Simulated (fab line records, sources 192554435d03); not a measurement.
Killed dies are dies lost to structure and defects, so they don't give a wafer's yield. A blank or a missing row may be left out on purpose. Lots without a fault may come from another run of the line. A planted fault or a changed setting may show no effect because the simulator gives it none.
One fault seen from 2 desks | flow n5_finfet | each desk has only its own numbers; what lay behind them comes last

THE METROLOGY DESK
What the gauges read, lot by lot, whatever tool the lot ran on: means of the sampled wafers that have a number. A lot is out of limits, marked OUT, if its mean lies more than 4 standard deviations from the usual mean; the brackets give that distance. Of its 12 readings 7 are shown: those that lie furthest out on some lot.
Columns: A = NWELL_OVL at N5_WELL_APT_OVL_MEAS_09, usual 1 nm; B = DIBL_N at N5_BEOL_M4_RC_MEAS_101, usual 37.2 mV/V; C = DIBL_P at N5_BEOL_M4_RC_MEAS_101, usual 37.3 mV/V; D = IOFF_N at N5_BEOL_M4_RC_MEAS_101, usual 0.18 nA/um; E = IOFF_P at N5_BEOL_M4_RC_MEAS_101, usual 0.24 nA/um; F = ION_N at N5_BEOL_M4_RC_MEAS_101, usual 680 uA/um; G = VT_P at N5_BEOL_M4_RC_MEAS_101, usual -248 mV
lot  | first seen here | A  | B    | C    | D    | E    | F   | G
L614 | day 1 13:43     | -6 | 37.0 | 37.0 | 0.17 | 0.22 | 674 | -249
L615 | day 1 20:00     | -4 | 34.6 | 34.5 | 0.15 | 0.20 | 675 | -250
L617 | day 2 07:57     | 2  | 39.1 | 39.6 | 0.23 | 0.27 | 702 | -247
L622 | day 3 14:02     | 1  | 36.4 | 37.4 | 0.17 | 0.23 | 681 | -249
L623 | day 3 19:43     | -3 | 34.9 | 35.6 | 0.16 | 0.25 | 681 | -243
L626 | day 4 13:43     | 9  | 40.9 | 41.0 | 0.25 | 0.31 | 698 | -248
L630 | day 5 13:43     | 4  | 35.8 | 36.8 | 0.15 | 0.22 | 683 | -247
L631 | day 5 19:51     | 3  | 38.3 | 39.4 | 0.20 | 0.28 | 679 | -246
L633 | day 6 07:35     | 10 | 38.3 | 37.5 | 0.16 | 0.22 | 673 | -254
L634 | day 6 13:36     | 2  | 37.2 | 35.7 | 0.16 | 0.21 | 680 | -249
L637 | day 7 07:44     | 3  | 37.8 | 37.3 | 0.19 | 0.26 | 676 | -247
This desk's finding: nothing out of limits on any of the 11 lots.

THE TOOL OWNER'S DESK: litho_track-05
The tool's own readings at N5_PMOS_HMC_CHANNEL_EPI_COAT_03 (resist thk 205 nm): means of the sampled wafers that have a number, for each lot that ran on this tool. A lot is out of limits, marked OUT, if its mean lies more than 4 standard deviations from the usual mean; the brackets give that distance.
Columns: A = spin_speed_rpm at N5_PMOS_HMC_CHANNEL_EPI_COAT_03, usual 1499.9 rpm
lot  | first seen here | A
L617 | day 2 11:37     | 1500.1
L622 | day 3 17:08     | 1499.2
L623 | day 3 22:53     | 1499.6
L626 | day 4 16:59     | 1499.8
L630 | day 5 17:10     | 1577.7 (+87) OUT
L631 | day 5 23:46     | 1577.1 (+87) OUT
This desk's finding: out of limits on L630, L631; first on L630, day 5 17:10 (spin_speed_rpm at N5_PMOS_HMC_CHANNEL_EPI_COAT_03). In limits: L617, L622, L623, L626.

PUT TOGETHER
The tool owner's desk could have raised an alarm at day 5 17:10, on L630, L631.
The metrology desk saw nothing out of limits.
The metrology desk has L630, L631 on record, within its limits.
Of the lots named, all ran N5_PMOS_HMC_CHANNEL_EPI_COAT_03 on litho_track-05.

WHAT THE SIMULATOR HAD PUT IN
Process parameter drift: litho_track-05, from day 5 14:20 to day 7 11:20, at N5_PMOS_HMC_CHANNEL_EPI_COAT_03. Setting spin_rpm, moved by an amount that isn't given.
Lots struck among those shown: L630, L631.
Hours from the fault's start to each desk's first reading out of limits: the tool owner's desk, 3.
